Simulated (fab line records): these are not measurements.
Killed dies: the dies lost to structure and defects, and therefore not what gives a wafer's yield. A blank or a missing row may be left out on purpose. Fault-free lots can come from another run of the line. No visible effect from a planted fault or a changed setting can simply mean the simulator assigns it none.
The tool behind it: which one? + flow n5_finfet + 30 wafers from 10 lots sampled at 4 of the route's 1938 steps

## WHAT THE GAUGES READ, wafer by wafer
N5_PASSIVATION_CD_MEAS_10: the cd target is 3000 nm. Usual: cd_nm 2998.5 nm, standard deviation 1.9.
| lot  | measured     | on        | cd_nm (nm)           | flag |
|------|--------------|-----------|----------------------|------|
| L867 | day 11 15:07 | cd_sem-01 | 2998.8 2999.9 2998.1 |      |
| L868 | day 12 02:23 | cd_sem-01 | 2999.5 2998.4 2998.1 |      |
| L870 | day 12 12:03 | cd_sem-02 | 3001.4 3000.6 2999.3 |      |
| L869 | day 12 07:22 | cd_sem-03 | 2994.9 2997.9 2996.8 |      |
| L871 | day 12 20:25 | cd_sem-01 | 2996.0 2995.9 2998.3 |      |
| L876 | day 13 23:49 | cd_sem-01 | 3003.2 2995.9 3000.7 |      |
| L878 | day 14 15:16 | cd_sem-02 | 3000.2 2997.7 2997.9 |      |
| L879 | day 15 11:10 | cd_sem-03 | 2999.7 2999.5 2998.7 |      |
| L885 | day 16 11:31 | cd_sem-01 | 2998.7 3004.1 3000.4 |      |
| L889 | day 17 18:23 | cd_sem-01 | 2998.6 3001.3 2998.0 |      |

N5_PASSIVATION_CD_MEAS_30: the cd target is 4000 nm. Usual: cd_nm 3999.3 nm, standard deviation 1.6.
| lot  | measured     | on        | cd_nm (nm)           | flag |
|------|--------------|-----------|----------------------|------|
| L867 | day 11 17:52 | cd_sem-03 | 3999.1 3998.4 3998.3 |      |
| L868 | day 12 04:28 | cd_sem-01 | 4001.0 4001.6 4001.4 |      |
| L870 | day 12 14:08 | cd_sem-02 | 4001.4 4001.6 4001.1 |      |
| L869 | day 12 09:26 | cd_sem-01 | 3999.0 3997.9 3998.4 |      |
| L871 | day 12 22:08 | cd_sem-02 | 4001.7 4002.1 4002.5 |      |
| L876 | day 14 01:45 | cd_sem-02 | 3998.8 4000.1 3999.2 |      |
| L878 | day 14 17:04 | cd_sem-01 | 3998.2 3997.8 3996.1 |      |
| L879 | day 15 12:52 | cd_sem-02 | 4000.6 3997.7 4000.2 |      |
| L885 | day 16 13:40 | cd_sem-01 | 3998.8 3996.4 3999.3 |      |
| L889 | day 17 20:08 | cd_sem-02 | 3997.4 3998.6 3998.5 |      |

## WHICH TOOL RAN EACH LOT (tool, then ch and the chambers of the sampled wafers, then the start)
| lot  | N5_BEOL_M8_ETCH_72                 | N5_PASSIVATION_STRIP_14            |
|------|------------------------------------|------------------------------------|
| L867 | rie_diel-06 ch 0,1, day 9 08:14    | rie_diel-01 ch 1,2,3, day 11 15:33 |
| L868 | rie_diel-02 ch 1,2,3, day 9 11:00  | rie_diel-05 ch 1,3, day 12 02:49   |
| L870 | rie_diel-02 ch 1,2,3, day 10 01:14 | rie_diel-05 ch 1,2, day 12 12:35   |
| L869 | rie_diel-02 ch 1,2,3, day 10 03:26 | rie_diel-01 ch 0,1,3, day 12 07:50 |
| L871 | rie_diel-03 ch 1,2,3, day 10 08:47 | rie_diel-01 ch 1,3, day 12 20:51   |
| L876 | rie_diel-03 ch 0,3, day 11 09:16   | rie_diel-04 ch 0,3, day 14 00:22   |
| L878 | rie_diel-06 ch 1,2, day 12 04:52   | rie_diel-04 ch 0,1, day 14 15:49   |
| L879 | rie_diel-02 ch 1,2,3, day 12 11:58 | rie_diel-04 ch 0,3, day 15 11:37   |
| L885 | rie_diel-06 ch 1,2,3, day 13 22:37 | rie_diel-04 ch 1,3, day 16 11:57   |
| L889 | rie_diel-06 ch 1,2,3, day 14 18:13 | rie_diel-04 ch 2,3, day 17 19:02   |
- N5_BEOL_M8_ETCH_72: etches underlayer in N2/H2, target depth 6.5 nm, time 5.2 s.
- N5_PASSIVATION_STRIP_14: strips in O2.

## AS READ BY THE TOOLS THEMSELVES (means over the sampled wafers that have a number; for cases with no such wafer, the mark the record gives instead)
N5_BEOL_M8_ETCH_72. Usual: drypump_motor_current_A 5.5 A, standard deviation 0.41; etch_rf_on_time_s 5.15 s, standard deviation 0.12; oes_product_au 0.69 a.u., standard deviation 0.07; rf_vpp_V 524.4 V, standard deviation 2.7; showerhead_plenum_p_Torr 2.56 Torr, standard deviation 0.081; throttle_valve_pct 17.91 %, standard deviation 0.22.
| lot  | tool        | drypump_motor_current_A (A) | etch_rf_on_time_s (s) | oes_product_au (a.u.) | rf_vpp_V (V) | showerhead_plenum_p_Torr (Torr) | throttle_valve_pct (%) | flag |
|------|-------------|-----------------------------|-----------------------|-----------------------|--------------|---------------------------------|------------------------|------|
| L867 | rie_diel-06 | 5.6                         | 5.25                  | 0.60                  | 523.1        | 2.56                            | 17.95                  |      |
| L868 | rie_diel-02 | 5.7                         | 5.10                  | 0.69                  | 522.8        | 2.54                            | 17.91                  |      |
| L870 | rie_diel-02 | 5.7                         | 5.07                  | 0.69                  | 524.8        | 2.53                            | 17.92                  |      |
| L869 | rie_diel-02 | 5.7                         | 5.09                  | 0.69                  | 523.0        | 2.53                            | 17.93                  |      |
| L871 | rie_diel-03 | 6.0                         | 5.07                  | 0.65                  | 524.1        | 2.58                            | 18.11                  |      |
| L876 | rie_diel-03 | 5.7                         | 5.03                  | 0.79                  | 529.0        | 2.66                            | 17.57                  |      |
| L878 | rie_diel-06 | 5.3                         | 5.21                  | 0.64                  | 527.5        | 2.65                            | 18.04                  |      |
| L879 | rie_diel-02 | 5.7                         | 5.13                  | 0.67                  | 523.2        | 2.53                            | 17.97                  |      |
| L885 | rie_diel-06 | 5.2                         | 5.22                  | 0.68                  | 526.7        | 2.59                            | 17.93                  |      |
| L889 | rie_diel-06 | 5.2                         | 5.20                  | 0.67                  | 526.1        | 2.59                            | 17.95                  |      |

N5_PASSIVATION_STRIP_14. Usual: drypump_motor_current_A 5.8 A, standard deviation 0.42; oes_product_au 0.77 a.u., standard deviation 0.088; rf_vpp_V 3.7 V, standard deviation 0.86; showerhead_plenum_p_Torr 2.09 Torr, standard deviation 0.073; throttle_valve_pct 16.64 %, standard deviation 0.24.
| lot  | tool        | drypump_motor_current_A (A) | oes_product_au (a.u.) | rf_vpp_V (V) | showerhead_plenum_p_Torr (Torr) | throttle_valve_pct (%) | flag |
|------|-------------|-----------------------------|-----------------------|--------------|---------------------------------|------------------------|------|
| L867 | rie_diel-01 | 5.5                         | 0.70                  | 3.6          | 2.13                            | 16.84                  |      |
| L868 | rie_diel-05 | 5.6                         | 0.74                  | 3.2          | 1.98                            | 16.73                  |      |
| L870 | rie_diel-05 | 5.6                         | 0.82                  | 3.6          | 2.08                            | 16.55                  |      |
| L869 | rie_diel-01 | 5.5                         | 0.77                  | 3.5          | 2.13                            | 16.66                  |      |
| L871 | rie_diel-01 | 5.5                         | 0.68                  | 4.2          | 2.13                            | 16.85                  |      |
| L876 | rie_diel-04 | 5.8                         | 0.80                  | 4.4          | 2.08                            | 16.62                  |      |
| L878 | rie_diel-04 | 6.5                         | 0.71                  | 3.0          | 2.11                            | 16.77                  |      |
| L879 | rie_diel-04 | 6.2                         | 0.79                  | 3.5          | 2.13                            | 16.76                  |      |
| L885 | rie_diel-04 | 6.1                         | 0.72                  | 4.0          | 2.06                            | 16.67                  |      |
| L889 | rie_diel-04 | 5.5                         | 0.74                  | 3.3          | 2.05                            | 16.43                  |      |

## THE ANSWER, worked out from the rows above alone
Rule: a lot counts as off when the mean over its wafers that have a number is more than 3 standard deviations away from the usual mean. Also off: a lot with no number at a reading for which 4 or more lots have one. The other lots that the step has rows for count as sound. The gauges are gone through in route order, then the tools' own readings, and for those a lot's mean is taken as printed above. At the first step where some lot is off, the reading lying furthest off is the one used; lots without a number count as furthest.
No lot is off at any reading shown: from this, nothing can be told.

## WHAT WAS PUT IN BY THE SIMULATOR
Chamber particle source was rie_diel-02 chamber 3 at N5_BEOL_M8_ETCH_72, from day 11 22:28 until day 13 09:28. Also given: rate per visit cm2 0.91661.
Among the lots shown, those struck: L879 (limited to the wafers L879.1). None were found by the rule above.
